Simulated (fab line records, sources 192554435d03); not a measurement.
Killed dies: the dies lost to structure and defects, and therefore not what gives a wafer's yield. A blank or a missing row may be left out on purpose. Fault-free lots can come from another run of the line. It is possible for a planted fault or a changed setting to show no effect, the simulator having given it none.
Which tool was responsible? | flow n5Finfet | 22 wafers from 9 lots sampled at 4 of the route's 1938 steps

WHAT EACH GAUGE READ, for each wafer
N5_BEOL_M14_THK_MEAS_50: measures by xrf.
lot  | measured     | on           | M14_THK (nm)
L376 | day 10 18:59 | filmMetro-01 | 599 599
L378 | day 11 16:23 | filmMetro-02 | 591 563 595
L380 | day 11 23:53 | filmMetro-02 | 380 409 396
L381 | day 12 09:53 | filmMetro-02 | 394 381 382
L389 | day 15 07:16 | filmMetro-01 | 561 596
L391 | day 15 16:52 | filmMetro-02 | 584 589
L394 | day 15 18:01 | filmMetro-02 | 553 553
L393 | day 15 20:22 | filmMetro-02 | 588 574 568
L398 | day 17 10:35 | filmMetro-01 | 553 578

EACH LOT AND THE TOOL THAT RAN IT (in order: tool; ch and the chambers of the sampled wafers; start)
lot  | N5_BEOL_M14_SPUTTER_44      | N5_BEOL_M14_ECD_47            | N5_BEOL_M14_CMP_49
L376 | pvdSputter-01, day 10 18:00 | ecdCu-01 ch 1, day 10 18:16   | cmp-04 ch 0,2, day 10 18:48
L378 | pvdSputter-03, day 11 15:15 | ecdCu-01 ch 0,1, day 11 15:30 | cmp-03 ch 0,1,2, day 11 16:11
L380 | pvdSputter-02, day 11 22:05 | ecdCu-01 ch 0,1, day 11 22:17 | cmp-03 ch 0,3, day 11 23:35
L381 | pvdSputter-01, day 12 08:55 | ecdCu-01 ch 0, day 12 09:07   | cmp-03 ch 1,2, day 12 09:36
L389 | pvdSputter-01, day 15 06:20 | ecdCu-01 ch 0,1, day 15 06:36 | cmp-02 ch 0,1, day 15 07:07
L391 | pvdSputter-03, day 15 15:50 | ecdCu-01 ch 1, day 15 16:05   | cmp-04 ch 1,2, day 15 16:34
L394 | pvdSputter-01, day 15 16:38 | ecdCu-01 ch 0,1, day 15 16:53 | cmp-04 ch 0,2, day 15 17:46
L393 | pvdSputter-01, day 15 19:23 | ecdCu-01 ch 0,1, day 15 19:35 | cmp-02 ch 1,2, day 15 20:04
L398 | pvdSputter-03, day 17 09:33 | ecdCu-01 ch 0,1, day 17 09:48 | cmp-03 ch 3, day 17 10:19
- N5_BEOL_M14_SPUTTER_44: material Ta, target thk 15 nm, time 24.19 s.
- N5_BEOL_M14_ECD_47: material Cu, target thk 1248 nm.
- N5_BEOL_M14_CMP_49: polishes, stops on SiO2, t overpolish 5.2 s, target thk 560 nm.

THE ANSWER, worked out from the rows above alone
Rule: the lots themselves supply what counts as usual. Put in order of their means at a reading, lots are off if they are a third of the lots or fewer, leave a main group of 4 or more, and stand apart from it by a gap of 3 or more times the standard deviation of the main group's means; of several such gaps the widest counts. The tables above print the reading to a certain number of digits; a main group whose means all agree to those digits is not used. A lot without any number at a reading at which 4 lots or more have one is off too. All remaining lots with rows at the step are treated as sound.
Off: L380, L381, seen at N5_BEOL_M14_THK_MEAS_50 (M14_THK). Mean 577 nm and standard deviation 14 in the main group.
If a tool, at a process step before that reading, ran all the lots that are off and no sound lot after the first of them, it fits. The gauges at N5_BEOL_M14_THK_MEAS_50 are tried like those tools. None of those tried fits.

WHAT HAD BEEN PUT IN BY THE SIMULATOR
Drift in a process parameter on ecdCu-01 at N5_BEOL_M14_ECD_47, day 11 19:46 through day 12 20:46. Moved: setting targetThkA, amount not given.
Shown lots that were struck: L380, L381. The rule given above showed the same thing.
